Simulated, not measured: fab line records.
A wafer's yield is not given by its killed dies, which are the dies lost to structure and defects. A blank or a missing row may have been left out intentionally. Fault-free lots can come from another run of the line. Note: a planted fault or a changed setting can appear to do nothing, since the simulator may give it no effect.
Chamber matching -- flow n5_finfet -- 4 sister chambers for N5_HKMG_FIN_ALD_75 on ald_hk-02
The step deposits Al2O3, target thk 1 nm, co reactant pulse time 1 s. 27 wafers are shown with their chamber, then 12 later ones without.

WAFERS PAIRED WITH THEIR CHAMBERS
wafer,chamber,heater_power_w (W),precursor_pulse_height_rel
L075.1,0,132,1.006
L075.2,1,180,1.020
L075.4,2,135,1.021
L076.1,0,133,0.985
L076.2,2,131,0.990
L076.4,1,182,0.997
L077.1,3,156,1.009
L077.5,0,130,1.025
L077.6,1,177,0.968
L079.1,0,133,1.003
L079.2,2,133,1.007
L079.3,3,159,1.017
L082.2,3,161,1.015
L082.5,2,138,0.990
L082.6,3,156,1.010
L083.1,0,134,0.980
L083.3,1,173,1.007
L083.5,1,177,0.989
L087.3,1,176,1.005
L087.5,2,133,1.002
L087.6,1,177,1.036
L088.1,2,135,1.001
L088.3,1,180,1.012
L088.4,0,131,1.002
L089.1,1,176,0.998
L089.3,2,132,0.998
L089.6,0,132,0.989

SIGNATURES (averages over the wafers above)
reading,chamber 0,chamber 1,chamber 2,chamber 3,scatter within a chamber
heater_power_w,132.14,177.56,133.86,158.00,2.28
precursor_pulse_height_rel,0.99857,1.00356,1.00129,1.01275,0.0149
Rule: a wafer's distance from a chamber is the root of the sum, over the readings, of the square of ((its reading less the chamber's mean) divided by the reading's scatter). The wafer belongs to the nearest chamber; if the next one is less than 2 further off, it can't be placed. The scatter: the root of (the sum of the squares of (reading less its chamber's mean) over the shown wafers, divided by (wafers less chambers)).

WAFERS WITH NO CHAMBER GIVEN
wafer,heater_power_w (W),precursor_pulse_height_rel
L090.1,133,1.021
L090.3,133,1.026
L090.5,129,1.010
L093.1,178,0.992
L093.2,157,1.026
L093.4,131,0.986
L094.2,183,0.966
L094.4,131,0.994
L094.6,183,0.993
L097.3,158,0.992
L097.4,179,0.987
L097.5,131,0.980

EACH ONE'S CHAMBER
wafer,from the rows above,in truth
L090.1,can't be placed: 2 or 0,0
L090.3,can't be placed: 2 or 0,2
L090.5,can't be placed: 0 or 2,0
L093.1,1,1
L093.2,3,3
L093.4,can't be placed: 0 or 2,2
L094.2,1,1
L094.4,can't be placed: 0 or 2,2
L094.6,1,1
L097.3,3,3
L097.4,1,1
L097.5,can't be placed: 0 or 2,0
Correct placement for 6 of the 12. From these rows, 6 cannot be placed; in 6 the true chamber is one of the candidates. Wrongly placed: 0.
